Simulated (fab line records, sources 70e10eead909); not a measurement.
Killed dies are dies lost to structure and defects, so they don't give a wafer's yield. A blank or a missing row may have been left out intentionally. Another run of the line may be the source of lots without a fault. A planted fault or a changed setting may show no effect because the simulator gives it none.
Chamber matching -- flow nand harc -- NHARC_A_STAIRCASE_DEP_156 on pecvd-02 has 3 sister chambers
The step deposits SiNx, target thk 50 nm. 3 wafers are shown with their chamber, then 9 later ones without.

## WAFERS WITH THEIR CHAMBER
wafer,chamber,heater power outer w (W)
L092.4,0,461
L092.5,1,446
L092.6,2,346

## WAFERS WHOSE CHAMBER IS MISSING
wafer,heater power outer w (W)
L093.2,474
L093.4,352
L093.6,483
L094.2,464
L094.4,453
L094.5,474
L095.1,456
L095.2,488
L095.5,459

## CHAMBER TAKEN BY EACH
wafer,from the rows above,in truth
L093.2,can't be placed: 0 or 1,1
L093.4,2,2
L093.6,can't be placed: 0 or 1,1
L094.2,can't be placed: 0 or 1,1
L094.4,can't be placed: 1 or 0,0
L094.5,can't be placed: 0 or 1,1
L095.1,can't be placed: 0 or 1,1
L095.2,can't be placed: 0 or 1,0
L095.5,can't be placed: 0 or 1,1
Placed correctly: 1 of 9. Not placeable from these rows: 8 (in 8, the candidates include the true chamber). Number placed wrongly: 0.
How it was worked out, from the rows above alone: a wafer's distance from a chamber is the root of the sum, over the readings, of the square of ((its reading less the chamber's mean) divided by the reading's scatter). If the next closest chamber is less than 2 further off than the closest, the wafer can't be placed; otherwise it belongs to the closest. A chamber's mean is the mean of its shown wafers. The scatter: root of mean squared gap, hidden wafer to nearest shown wafer, with one shown wafer a chamber.
